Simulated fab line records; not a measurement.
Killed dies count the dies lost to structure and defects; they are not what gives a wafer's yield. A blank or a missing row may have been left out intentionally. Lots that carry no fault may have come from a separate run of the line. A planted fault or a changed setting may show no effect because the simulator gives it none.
A lot that was struck, set against a sound lot | flow n5 finfet | 15 out of 1938 route steps
Sound: these wafers, L129.3, L129.4, L129.5. Struck: wafer L132.4. (L132.5 of the same lot was not struck and is left out.) The cause comes at the end.
Order at every step that has rows: each side's tool, ch and its chambers, its first start. Under that, the readings that differ: sound wafers | struck wafers | difference of the means | sigmas: that difference in standard deviations of wafers without a fault.
alike: a reading whose means differ by less than 2 such deviations, as well as words and numbers matching on both sides. not compared: withheld readings; readings where some wafer has no value; bounds like >300 that might hide an equal value; numbers whose values overlap and for which the record gives no deviation.
A row with sigmas, a row that says differs or no value, or rows on one side alone: a step with any of these is where the two part. Numbers that have no deviation but don't overlap get no sigmas and don't part them. Lack of a reading on every wafer of one side parts them only where that side has two or more wafers.

N5_BEOL_M8_HM_DEP_02: deposits TiN, target thk 20 nm.
  struck on pvd sputter-01, day 14 03:53; sound on pvd sputter-02, day 13 16:34
  reading                | sound          | struck | difference | sigmas
  throttle valve pct (%) | 28.7 26.6 30.2 | 31.1   | +2.6       | +2
then, 8 steps without rows for these wafers: N5_BEOL_M8_COAT_59 (time 60 s, resist thk 100 nm); N5_BEOL_M8_COAT_60 (time 60 s, resist thk 35 nm); N5_BEOL_M8_COAT_05 (resist thk 90 nm); N5_BEOL_M8_EBR_07; N5_BEOL_M8_SOFTBAKE_06 (time 60 s); N5_BEOL_M8_EXPOSE_08 (exposes mask M8); N5_BEOL_M8_PEB_09 (peb time 60 s); N5_BEOL_M8_DEVELOP_10 (develop time 30 s).
N5_BEOL_M8_CD_MEAS_11 targets a cd of 38.5 nm.
  sound on cd sem-01 ch 0, day 13 17:05; struck on cd sem-01 ch 0, day 14 04:23
  alike: cd nm
N5_BEOL_M8_OVL_MEAS_12:
  sound on overlay-02 ch 0, day 13 17:07; struck on overlay-02 ch 0, day 14 04:25
  alike: M8_OVL
N5_BEOL_M8_INSPECT_13: inspects for defects (brightfield).
  struck on defect inspect-01, day 14 04:26; sound on defect inspect-01, day 13 17:08
  alike: raw defect count
N5_BEOL_M8_DESCUM_16: chemistry O2, time 7.9 s.
  sound on rie diel-05 ch 0,1, day 13 17:35; struck on rie diel-02 ch 2, day 14 04:29
  alike: bias power w, drypump motor current A, oes product au, rf vpp V, showerhead plenum p Torr, throttle valve pct
  not compared: rf hours counter h, model.CAR-ArF_of_BEOL_M8_COAT_05.thk nm
N5_BEOL_M8_ETCH_61: etches SiARC in CF4, target depth 45.5 nm, time 75.8 s.
  sound on rie diel-05 ch 0,1, day 13 17:37; struck on rie diel-02 ch 2, day 14 04:32
  reading               | sound          | struck | difference | sigmas
  etch rf on time s (s) | 75.5 73.3 75.8 | 78.5   | +3.6       | +3
  alike: bias w, drypump motor current A, oes product au, rf vpp V, showerhead plenum p Torr, throttle valve pct
  not compared: rf hours counter h, model.CAR-ArF_of_BEOL_M8_COAT_05.thk nm
N5_BEOL_M8_ETCH_62: etches SOC in N2/H2, target depth 110 nm, overetch 22 nm, time 165 s.
  sound on rie diel-05 ch 0,1, day 13 17:41; struck on rie diel-02 ch 2, day 14 04:38
  alike: bias w, drypump motor current A, oes product au, rf vpp V, showerhead plenum p Torr, throttle valve pct
  not compared: rf hours counter h

== WHERE THEY PART ==
Last at N5_BEOL_M8_ETCH_61 as far as this record goes, first at N5_BEOL_M8_HM_DEP_02. Later steps at which nothing parts them and some readings are alike: N5_BEOL_M8_ETCH_62.

WHY: what the simulator had put in
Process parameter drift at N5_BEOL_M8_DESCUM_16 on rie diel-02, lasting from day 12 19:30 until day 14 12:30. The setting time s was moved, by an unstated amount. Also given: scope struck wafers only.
